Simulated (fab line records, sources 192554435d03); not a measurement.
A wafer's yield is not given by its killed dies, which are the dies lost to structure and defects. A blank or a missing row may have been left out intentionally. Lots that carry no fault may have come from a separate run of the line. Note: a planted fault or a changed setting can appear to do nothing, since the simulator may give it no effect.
Struck lot and sound lot, side by side -- flow n5_finfet -- 27 out of 1938 route steps
Sound: these wafers, L397.2, L397.4, L397.6. Wafers L404.1, L404.3, L404.5 were the ones struck. The cause comes at the end.
Each step with rows lists, per side, the tool, then ch with its chambers, then its first start. Under that, the readings that differ: sound wafers -- struck wafers -- difference of the means -- sigmas: that difference in standard deviations of wafers without a fault.
alike: a reading whose means differ by less than 2 such deviations, as well as words and numbers matching on both sides. not compared: withheld readings; readings where some wafer has no value; bounds like >300 that might hide an equal value; numbers whose values overlap and for which the record gives no deviation.
The two part at a step that has a row with sigmas, a row that says differs or no value, or rows on one side only. Non-overlapping numbers with no deviation appear without sigmas and do not part them. Lack of a reading on every wafer of one side parts them only where that side has two or more wafers.

N5_BEOL_M6_ETCH_62: etches SOC in N2/H2, target depth 110 nm, overetch 22 nm, time 165 s.
  sound on rie_diel-05 ch 0,1, day 10 07:35; struck on rie_diel-01 ch 0,2,3, day 11 16:56
  alike: drypump_motor_current_A, oes_product_au, rf_vpp_V, showerhead_plenum_p_Torr, throttle_valve_pct
  not compared: rf_hours_counter_h
then, 2 steps without rows for these wafers: N5_BEOL_M6_STRIP_68 (strips in N2/H2); N5_BEOL_M6_STRIP_67 (strips in CF4).
N5_BEOL_M6_HM_OPEN_17: chemistry Cl2/BCl3, target TiN, target depth 20 nm, overetch 6 nm.
  sound on rie_metal-01 ch 0, day 10 07:46; struck on rie_metal-02 ch 0,1, day 11 17:08
  alike: drypump_motor_current_A, mfc_ar_sccm, oes_product_au, throttle_valve_pct
  not compared: rf_hours_counter_h
then, 1 step without rows for these wafers: N5_BEOL_M6_STRIP_19 (strips in O2).
N5_BEOL_M6_CD_MEAS_18: pitch 80 nm, target cd 40 nm.
  sound on cd_sem-03 at day 10 07:57; struck on cd_sem-03 at day 11 17:29
  alike: cd_nm
then, 6 steps without rows for these wafers: N5_BEOL_M6_COAT_63 (time 60 s, resist thk 60 nm); N5_BEOL_M6_COAT_64 (time 60 s, resist thk 12 nm); N5_BEOL_M6_COAT_71 (time 60 s, resist thk 5 nm); N5_BEOL_M6_COAT_22 (resist thk 30 nm); N5_BEOL_M6_EBR_24; N5_BEOL_M6_SOFTBAKE_23 (time 60 s).
N5_BEOL_M6_EXPOSE_25: exposes mask V5, target cd 40 nm.
  sound on euv_scanner-01 ch 0, day 10 08:20; struck on euv_scanner-01 ch 0, day 11 17:41
reading,sound,struck,difference,sigmas
exposure_dose_mJ_cm2,44.88 45.04 45.03,44.01 44.04 44.03,-0.96,-23
  alike: mask
then, 2 steps without rows for these wafers: N5_BEOL_M6_PEB_26 (peb time 60 s); N5_BEOL_M6_DEVELOP_27 (develop time 30 s).
N5_BEOL_M6_CD_MEAS_28 targets a cd of 40 nm.
  sound on cd_sem-01 ch 0, day 10 08:28; struck on cd_sem-01 ch 0, day 11 17:49
reading,sound,struck,difference,sigmas
cd_nm (nm),39.84 40.00 39.85,42.67 41.46 41.89,+2.11,+9
N5_BEOL_M6_OVL_MEAS_29:
  sound on overlay-01 ch 0, day 10 08:29; struck on overlay-02 ch 0, day 11 17:50
reading,sound,struck,difference,sigmas
V5_OVL (nm),-0.7 -1.1 -0.5,1.6 0.9 0.9,+1.9,+3
N5_BEOL_M6_INSPECT_30: inspects for defects (brightfield).
  sound on defect_inspect-01 at day 10 08:33; struck on defect_inspect-02 at day 11 17:54
  alike: raw_defect_count
N5_BEOL_M6_DESCUM_33: chemistry O2, time 7 s.
  sound on rie_diel-05 ch 0,1,2, day 10 08:38; struck on rie_diel-05 ch 1,2, day 11 19:22
reading,sound,struck,difference,sigmas
model.BEOL_M6.cd_nm (nm),40.2 40.2 40.4,43 41.4 42.2,+2,
  alike: drypump_motor_current_A, oes_product_au, rf_vpp_V, showerhead_plenum_p_Torr, throttle_valve_pct
  not compared: rf_hours_counter_h
N5_BEOL_M6_ETCH_72: etches underlayer in N2/H2, target depth 6.5 nm, time 5.2 s.
  sound on rie_diel-05 ch 0,1,2, day 10 08:40; struck on rie_diel-05 ch 1,2, day 11 19:24
  alike: drypump_motor_current_A, etch_rf_on_time_s, oes_product_au, rf_vpp_V, showerhead_plenum_p_Torr, throttle_valve_pct
  not compared: rf_hours_counter_h
N5_BEOL_M6_ETCH_65: etches SiARC in CF4, target depth 15.6 nm, time 26 s.
  sound on rie_diel-05 ch 0,1,2, day 10 08:41; struck on rie_diel-05 ch 1,2, day 11 19:25
  alike: drypump_motor_current_A, etch_rf_on_time_s, mfc_ar_sccm, oes_product_au, rf_vpp_V, showerhead_plenum_p_Torr, throttle_valve_pct
  not compared: rf_hours_counter_h
N5_BEOL_M6_ETCH_66: etches SOC in N2/H2, target depth 80 nm, overetch 16 nm, time 120 s.
  sound on rie_diel-05 ch 0,1,2, day 10 08:43; struck on rie_diel-05 ch 1,2, day 11 19:26
  alike: drypump_motor_current_A, oes_product_au, rf_vpp_V, showerhead_plenum_p_Torr, throttle_valve_pct
  not compared: rf_hours_counter_h
then, 2 steps without rows for these wafers: N5_BEOL_M6_STRIP_69 (strips in N2/H2); N5_BEOL_M6_STRIP_73 (strips in N2/H2).
N5_BEOL_M6_VIA_ETCH_34: etches SiCOH lowk in C4F6/O2, target depth 126.3 nm, time 50.9 s.
  sound on rie_diel-05 ch 0,1,2, day 10 08:49; struck on rie_diel-05 ch 1,2, day 11 19:32
reading,sound,struck,difference,sigmas
model.BEOL_M6.cd_nm (nm),39.8 40.6 40.4,43.2 41.8 42.4,+2.2,
  alike: drypump_motor_current_A, mfc_ar_sccm, oes_product_au, rf_vpp_V, showerhead_plenum_p_Torr, throttle_valve_pct
  not compared: rf_hours_counter_h
then, 1 step without rows for these wafers: N5_BEOL_M6_STRIP_76 (strips in C4F6/O2).
-- the record jumps here: 4 days lie between the struck wafers' starts before and after (it left off in module BEOL_M6 and takes up again in module PASSIVATION, whose first step shown is number 1936 of the route) --
N5_PASSIVATION_PROBE_49:
  the record has rows for the struck wafers here (prober-02, day 15 10:04) and none for the sound ones

== WHERE THEY PART ==
Earliest at N5_BEOL_M6_EXPOSE_25; latest, in this record, at N5_PASSIVATION_PROBE_49.

WHY: what the simulator had put in
Drift in process parameters on euv_scanner-01 at N5_BEOL_M6_EXPOSE_25, starting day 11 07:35. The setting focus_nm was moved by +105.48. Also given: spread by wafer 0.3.
